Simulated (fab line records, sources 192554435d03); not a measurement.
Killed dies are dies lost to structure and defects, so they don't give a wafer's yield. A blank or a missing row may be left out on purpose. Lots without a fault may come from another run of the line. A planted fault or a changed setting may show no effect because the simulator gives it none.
Chamber matching | flow n5_finfet | N5_BEOL_M2_STRIP_19 on rie_diel-05: 4 sister chambers
The step strips in O2. 4 wafers are shown with their chamber, then 8 later ones without.

WAFERS WITH THEIR CHAMBER
wafer  | chamber | showerhead_plenum_p_Torr (Torr)
L082.5 | 3       | 2.16
L090.1 | 1       | 2.20
L090.2 | 0       | 2.22
L092.1 | 2       | 2.01

WAFERS WITHOUT THEIR CHAMBER
wafer  | showerhead_plenum_p_Torr (Torr)
L092.4 | 2.20
L092.6 | 2.01
L096.1 | 2.01
L096.2 | 2.20
L096.6 | 2.15
L095.1 | 2.22
L095.2 | 2.01
L095.5 | 2.22

WHICH CHAMBER EACH WENT THROUGH
wafer  | from the rows above | in truth
L092.4 | 1                   | 1
L092.6 | 2                   | 2
L096.1 | 2                   | 2
L096.2 | 1                   | 1
L096.6 | 3                   | 3
L095.1 | 0                   | 0
L095.2 | 2                   | 2
L095.5 | 0                   | 0
Placed correctly: 8 of 8. Can't be placed from these rows: 0. Placed wrongly: 0.
How it was worked out, from the rows above alone: a wafer's distance from a chamber is the root of the sum, over the readings, of the square of ((its reading less the chamber's mean) divided by the reading's scatter). The wafer belongs to the nearest chamber; if the next one is less than 2 further off, it can't be placed. A chamber's mean is the mean of its shown wafers. The scatter: with one shown wafer a chamber, the root of the mean of the squares of how far each hidden wafer lies from its nearest shown one.
